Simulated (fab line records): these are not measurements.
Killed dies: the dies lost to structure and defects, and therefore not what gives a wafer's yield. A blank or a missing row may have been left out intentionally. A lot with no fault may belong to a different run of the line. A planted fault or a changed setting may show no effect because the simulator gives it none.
Split-lot trial ; flow n5Finfet ; on a route of 1938 steps: 7 lots, 21 wafers read

## THE SPLIT ITSELF
At N5_BEOL_M6_ETCH_66 (etches SOC in N2/H2, target depth 80 nm, overetch 16 nm, time 120 s), the setting biasW was moved away from the recipe's 150 W on 5 of the 21 wafers read, by -14.7% to +14.9%. The other wafers ran this setting at the recipe's value.

The reading is taken at the split's own step.

## THE READING
rfVppV, in V, at N5_BEOL_M6_ETCH_66 (etches SOC in N2/H2, target depth 80 nm, overetch 16 nm, time 120 s). A value of 523.3 V with a standard deviation of 1.8 V is what fault-free wafers of this fab line usually give.

wafer;tool, chamber at the split;biasW as run, W;against the recipe;rfVppV, V;against lot-mates on the recipe
L079.1;rieDiel-04, 1;150;recipe;524.2;-
L079.2;rieDiel-04, 0;150;recipe;521.6;-
L079.6;rieDiel-04, 2;150;recipe;522.3;-
L084.1;rieDiel-01, 2;150;recipe;526.5;-
L084.2;rieDiel-01, 1;150;recipe;522.9;-
L084.5;rieDiel-01, 0;150;recipe;525.0;-
L085.3;rieDiel-01, 3;132.9;-11.4%;486.1;-37.3
L085.4;rieDiel-01, 1;150;recipe;523.4;-
L085.6;rieDiel-01, 3;132.9;-11.4%;485.4;-38.0
L086.1;rieDiel-01, 2;172.4;+14.9%;576.2;+51.9
L086.3;rieDiel-01, 3;150;recipe;525.1;-
L086.6;rieDiel-01, 3;150;recipe;523.6;-
L089.1;rieDiel-05, 3;128;-14.7%;472.4;-50.4
L089.2;rieDiel-05, 2;150;recipe;522.8;-
L089.4;rieDiel-05, 1;128;-14.7%;472.8;-50.0
L090.1;rieDiel-04, 0;150;recipe;521.1;-
L090.4;rieDiel-04, 1;150;recipe;524.4;-
L090.5;rieDiel-04, 2;150;recipe;521.8;-
L094.1;rieDiel-05, 3;150;recipe;522.2;-
L094.3;rieDiel-05, 0;150;recipe;521.7;-
L094.6;rieDiel-05, 3;150;recipe;521.8;-

FIT RESULTS
A straight line over all 21 wafers: rfVppV changes by +3.43 V for each +1% of biasW; r = +1.00; the points scatter about the line by 1.5 V.
The same after taking each lot's own level away (the mean of its wafers on the recipe; 21 wafers): +3.41 V for each +1%; r = +1.00; scatter 1.1 V.
On that fit, the largest move of biasW shifts the reading by 51 V.
The span of the lots' own levels, 521.90 to 524.80 V, comes to 1.6 times the standard deviation stated above.
Consequently the slope shifts little with the lot-to-lot level, the two slopes agreeing.
Check: with one of the wafers moved furthest among these (+14.9%) left out of the fit, the line predicts +50.5 V for it against its lot-mates. Against them it came out at +51.9 V.
Tool readings at the split's step, against how far the setting was moved: rfVppV r = +1.00.

## OTHER SPLITS APPLIED TO THESE WAFERS
These wafers also went through other splits before the reading. Each is held against what the fit with the lots' levels taken away leaves over:
other split on the same wafers;wafers away from the commonest value;r with rfVppV (lot level and that fit taken away)
N5_BEOL_M6_EXPOSE_08 doseMj;6;-0.25
N5_BEOL_M6_EXPOSE_25 doseMj;6;+0.28

## THE FILE'S OWN FIT
rfVppV changes by +3.41 V for each +1% of biasW, r = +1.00.
